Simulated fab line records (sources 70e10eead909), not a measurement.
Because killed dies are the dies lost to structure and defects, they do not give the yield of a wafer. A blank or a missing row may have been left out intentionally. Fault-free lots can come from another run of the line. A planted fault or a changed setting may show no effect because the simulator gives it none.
fab line records ; flow nand-harc ; part 2 of 2: steps 30 to 38 of 38
record lots=5; wafers=15; last-day=31
route steps=1302 shown P_GATE@154
lots that met no fault: from a run of the same line without faults
start-h: hours from the record's opening day to when the first of the lot's shown wafers began ; wait-h: hours since the lot's step before ; " unchanged from the row above ; L1.1+2: a row that stands for several wafers ; - either no value or no given start ; * or withheld: withheld ; < > ~ a bound
route shown NAME@n: names a module that has steps shown in the file, with the first one's number in the route ; usual: the fault-free wafers' mean and standard deviation ; same: alike in all rows ; chamber/n: place in a boat ; sites: readings site by site ; _std_site: standard deviation of those values ; _edge_site: the outer-site mean with the inner-site mean subtracted ; radius-mm: for every site, how far away it sits from the centre of the wafer ; mask NAME#n: copy n ; behind: the tool/chamber that last shaped the wafer ; hold: cause of the lot's hold/its duration in hours/its outcome ; device: names the non-switching transistor (n, p or np) ; end of line: the route-end tests of the same wafers ; a step given without rows: its recipe and nothing more ; killed: not the wafer's yield, but the dies lost to structure and defects at the first sort ; map: the dies of a wafer, with x for killed, . for not killed, _ for no die there
set.NAME: the setting the step ran with; set.NAME@STEP: the setting that earlier step ran with ; model.NAME: the simulator's own value behind a step, which no gauge read
certain route steps with their lots: each step a table, each wafer a row
services: a tool's chamber out of use, with start hour (start-h, from the record's first day; less than 0 if before it), hours out, and reason
## steps
# step NHARC_P_GATE_PEB_57
# recipe peb-temp-c=118; peb-time-s=85
# usual heater-power-total-W=163.95/0.27
lot.wafer;tool;chamber;start-h;wait-h;heater-power-total-W
L074.3;litho-track-07;0;114.98;0.1;164.28
L074.4;litho-track-07;0;114.98;0.1;163.71
L074.6;litho-track-07;0;114.98;0.1;164.15
L077.3;litho-track-07;0;141.31;0.1;164.21
L077.4;litho-track-07;0;141.31;0.1;163.98
L077.6;litho-track-07;0;141.31;0.1;163.64
L079.1;litho-track-03;0;158.05;0.1;163.85
L079.2;litho-track-03;0;158.05;0.1;163.67
L079.5;litho-track-03;0;158.05;0.1;163.65
L080.1;litho-track-03;0;175.03;0.1;163.69
L080.3;litho-track-03;0;175.03;0.1;164.44
L080.6;litho-track-03;0;175.03;0.1;163.66
L091.1;litho-track-07;0;280.74;0.1;163.67
L091.4;litho-track-07;0;280.74;0.1;164.24
L091.5;litho-track-07;0;280.74;0.1;163.61
# step NHARC_P_GATE_DEVELOP_58
# recipe time-s=70
lot.wafer;tool;chamber;start-h;wait-h
L074.3+4+6;litho-track-07;0;-;-
L077.3+4+6;litho-track-07;0;-;-
L079.1+2+5;litho-track-03;0;-;-
L080.1+3+6;litho-track-03;0;-;-
L091.1+4+5;litho-track-07;0;-;-
# step NHARC_P_GATE_CD_MEAS_59
# recipe target-cd-nm=720; landing-energy-ev=500
# usual cd-nm=720.1/2.4
lot.wafer;tool;chamber;start-h;wait-h;cd-nm
L074.3;cd-sem-02;0;115.07;-;721.9
L074.4;cd-sem-02;0;115.07;-;718.0
L074.6;cd-sem-02;0;115.07;-;720.5
L077.3;cd-sem-02;0;141.40;-;725.2
L077.4;cd-sem-02;0;141.40;-;716.9
L077.6;cd-sem-02;0;141.40;-;722.0
L079.1;cd-sem-02;0;158.14;-;721.5
L079.2;cd-sem-02;0;158.14;-;717.6
L079.5;cd-sem-02;0;158.14;-;720.0
L080.1;cd-sem-02;0;175.12;-;718.7
L080.3;cd-sem-02;0;175.12;-;722.8
L080.6;cd-sem-02;0;175.12;-;718.8
L091.1;cd-sem-03;0;280.83;-;720.0
L091.4;cd-sem-03;0;280.83;-;723.0
L091.5;cd-sem-03;0;280.83;-;721.3
# step NHARC_P_GATE_HARDBAKE_60
# recipe temp-c=125; time-s=80
# usual heater-power-total-W=183.9/0.7
lot.wafer;tool;chamber;start-h;wait-h;heater-power-total-W
L074.3;litho-track-05;0;115.15;-;184.8
L074.4;litho-track-05;0;115.15;-;183.2
L074.6;litho-track-05;0;115.15;-;183.9
L077.3;litho-track-05;0;141.48;-;183.2
L077.4;litho-track-05;0;141.48;-;184.8
L077.6;litho-track-05;0;141.48;-;184.8
L079.1;litho-track-07;0;158.22;-;184.0
L079.2;litho-track-07;0;158.22;-;183.2
L079.5;litho-track-07;0;158.22;-;182.8
L080.1;litho-track-05;0;175.20;-;183.8
L080.3;litho-track-05;0;175.20;-;184.5
L080.6;litho-track-05;0;175.20;-;184.6
L091.1;litho-track-07;0;280.91;-;183.8
L091.4;litho-track-07;0;280.91;-;183.4
L091.5;litho-track-07;0;280.91;-;184.9
# step NHARC_P_GATE_DESCUM_61
# recipe time-s=3; o2-flow-sccm=200; ar-flow-sccm=0; bias-power-w=0; chemistry=O2
# usual drypump-motor-current-A=5.7/0.45; oes-product-au=1.001/0.014; rf-vpp-V=58.0/0.93; showerhead-plenum-p-Torr=1.90/0.061; throttle-valve-pct=11.312/0.0094
lot.wafer;tool;chamber;start-h;wait-h;drypump-motor-current-A;oes-product-au;rf-hours-counter-h;rf-vpp-V;showerhead-plenum-p-Torr;throttle-valve-pct
L074.3;rie-diel-04;2;115.24;-;4.7;0.981;7.0;56.2;1.80;11.314
L074.4;rie-diel-04;0;115.24;-;5.7;1.007;7.4;57.7;1.90;11.313
L074.6;rie-diel-04;1;115.24;-;6.1;1.001;-;58.5;2.00;11.319
L077.3;rie-diel-12;2;141.58;-;5.6;0.970;2.4;57.8;1.90;11.312
L077.4;rie-diel-12;3;141.58;-;5.1;0.997;3.2;56.8;1.98;11.309
L077.6;rie-diel-12;0;141.58;-;6.0;1.002;-;58.7;1.87;11.305
L079.2;rie-diel-10;0;158.31;-;5.8;1.016;2.9;58.8;1.95;11.325
L079.1;rie-diel-10;2;158.31;-;5.2;0.974;1.8;58.6;1.89;11.312
L079.5;rie-diel-10;0;158.31;-;5.8;1.015;-;57.5;1.95;11.307
L080.3;rie-diel-10;2;175.28;-;5.3;0.980;4.7;58.6;1.89;11.303
L080.1;rie-diel-10;3;175.28;-;6.4;1.018;5.0;59.1;1.96;11.317
L080.6;rie-diel-10;1;175.28;-;5.7;0.979;-;56.8;1.80;11.324
L091.1;rie-diel-10;3;281.02;-;6.3;1.017;2.1;58.6;1.96;11.303
L091.4;rie-diel-10;0;281.02;-;5.8;1.031;1.5;58.5;1.95;11.311
L091.5;rie-diel-10;1;281.02;-;5.7;1.004;-;56.4;1.80;11.315
# step NHARC_P_GATE_IMPLANT_62
# recipe energy-kev=20; dose-cm2=3e+15; tilt-deg=7
# usual faraday-current-uA=12918/440; tilt-deg=6.999/0.019
lot.wafer;tool;chamber;start-h;wait-h;faraday-current-uA;tilt-deg
L074.3;implanter-01;0;115.43;0.2;12832;7.005
L074.4;implanter-01;0;115.43;0.2;12890;7.029
L074.6;implanter-01;0;115.43;0.2;12461;7.012
L077.3;implanter-02;0;141.76;0.2;12983;7.013
L077.4;implanter-02;0;141.76;0.2;13198;6.983
L077.6;implanter-02;0;141.76;0.2;13655;7.015
L079.1;implanter-01;0;158.45;0.1;12221;7.005
L079.2;implanter-01;0;158.45;0.1;12653;6.978
L079.5;implanter-01;0;158.45;0.1;12284;6.983
L080.1;implanter-02;0;175.45;0.1;13310;7.001
L080.3;implanter-02;0;175.45;0.1;12749;7.001
L080.6;implanter-02;0;175.45;0.1;13070;6.997
L091.1;implanter-01;0;281.14;0.1;12223;6.980
L091.4;implanter-01;0;281.14;0.1;12644;6.966
L091.5;implanter-01;0;281.14;0.1;12550;6.990
# step NHARC_P_GATE_STRIP_112
# recipe power-w=1500; temp-c=110; time-s=200; chemistry=N2/H2
# usual drypump-motor-current-A=5.7/0.39; heater-power-w=89/12
lot.wafer;tool;chamber;start-h;wait-h;drypump-motor-current-A;heater-power-w;rf-hours-counter-h
L074.3;plasma-asher-02;1;115.68;0.2;6.2;105;-
L074.4;plasma-asher-02;0;115.68;0.2;5.7;77;-
L074.6;plasma-asher-02;1;115.68;0.2;6.2;102;-
L077.4;plasma-asher-02;0;142.04;0.2;5.7;78;-
L077.3;plasma-asher-02;1;142.04;0.2;6.2;103;-
L077.6;plasma-asher-02;0;142.04;0.2;5.7;78;-
L079.2;plasma-asher-02;0;158.67;0.2;5.7;78;14
L079.1;plasma-asher-02;1;158.67;0.2;6.2;103;14
L079.5;plasma-asher-02;1;158.67;0.2;6.2;107;-
L080.1;plasma-asher-01;0;175.71;0.2;5.2;96;0
L080.3;plasma-asher-01;0;175.71;0.2;5.3;93;-
L080.6;plasma-asher-01;0;175.71;0.2;5.3;96;-
L091.1;plasma-asher-01;0;281.52;0.3;5.3;96;23
L091.4;plasma-asher-01;0;281.52;0.3;5.3;96;-
L091.5;plasma-asher-01;0;281.52;0.3;5.3;96;-
# step NHARC_P_GATE_STRIP_76
# recipe power-w=1500; temp-c=250; chemistry=O2
# usual drypump-motor-current-A=5.7/0.39; heater-power-w=331/43
lot.wafer;tool;chamber;start-h;wait-h;drypump-motor-current-A;heater-power-w;rf-hours-counter-h
L074.3;plasma-asher-02;1;115.88;0.2;6.2;387;-
L074.4;plasma-asher-02;0;115.88;0.2;5.7;287;-
L074.6;plasma-asher-02;1;115.88;0.2;6.2;385;-
L077.4;plasma-asher-02;0;142.23;0.2;5.7;289;-
L077.3;plasma-asher-02;1;142.23;0.2;6.2;391;-
L077.6;plasma-asher-02;0;142.23;0.2;5.7;301;-
L079.2;plasma-asher-02;0;158.93;0.2;5.8;295;14
L079.1;plasma-asher-02;1;158.93;0.2;6.2;381;14
L079.5;plasma-asher-02;1;158.93;0.2;6.2;379;-
L080.1;plasma-asher-01;0;175.95;0.2;5.3;359;0
L080.3;plasma-asher-01;0;175.95;0.2;5.3;349;-
L080.6;plasma-asher-01;0;175.95;0.2;5.3;360;-
L091.1;plasma-asher-01;0;281.78;0.2;5.3;356;23
L091.4;plasma-asher-01;0;281.78;0.2;5.3;351;-
L091.5;plasma-asher-01;0;281.78;0.2;5.3;362;-
# step NHARC_P_GATE_STRIP_63
# recipe time-s=900; temp-c=130; chemistry=SPM
# usual bath-guard-temp-C=130.0/0.49
lot.wafer;tool;chamber;start-h;wait-h;bath-guard-temp-C
L074.6;wet-bench-06;3;116.01;0.1;129.5
L074.4;wet-bench-06;4;116.01;0.1;129.9
L074.3;wet-bench-06;5;116.01;0.1;130.1
L077.4;wet-bench-06;5;142.36;0.1;129.7
L077.6;wet-bench-06;6;142.36;0.1;129.0
L077.3;wet-bench-06;2;142.36;0.1;130.4
L079.5;wet-bench-01;0;159.09;0.1;129.6
L079.1;wet-bench-01;3;159.09;0.1;130.1
L079.2;wet-bench-01;4;159.09;0.1;129.5
L080.3;wet-bench-01;7;176.08;0.1;130.4
L080.6;wet-bench-01;0;176.08;0.1;129.2
L080.1;wet-bench-01;3;176.08;0.1;130.4
L091.1;wet-bench-06;6;281.93;0.1;129.2
L091.5;wet-bench-06;7;281.93;0.1;130.7
L091.4;wet-bench-06;2;281.93;0.1;130.0
## services
tool;chamber;start-h;hours;kind
rie-diel-10;1;78.77;3.3;repair
rie-diel-04;2;84.44;2.5;repair
rie-diel-04;3;92.06;7.0;repair
krf-scanner-02;-;94.00;4.0;pm
litho-track-03;-;100.00;7.0;pm
wet-bench-01;-;101.60;8.0;pm
plasma-asher-02;-;102.88;1.5;repair
rie-diel-04;-;109.32;0.6;repair
rie-diel-04;3;119.95;3.8;repair
litho-track-05;-;124.00;7.0;pm
implanter-01;-;166.65;11.9;repair
krf-scanner-02;-;167.03;1.2;repair
rie-diel-04;-;177.97;9.0;pm
krf-scanner-02;-;183.84;0.6;repair
rie-diel-04;1;191.70;5.2;repair
wet-bench-06;-;193.60;8.0;pm
wet-bench-03;-;210.40;8.0;pm
krf-scanner-02;-;210.99;5.5;repair
implanter-01;-;230.02;1.2;repair
plasma-asher-02;-;249.16;9.0;pm
litho-track-07;-;251.00;7.0;pm
krf-scanner-02;-;266.00;4.0;pm
litho-track-03;-;275.00;7.0;pm
wet-bench-01;-;277.60;8.0;pm
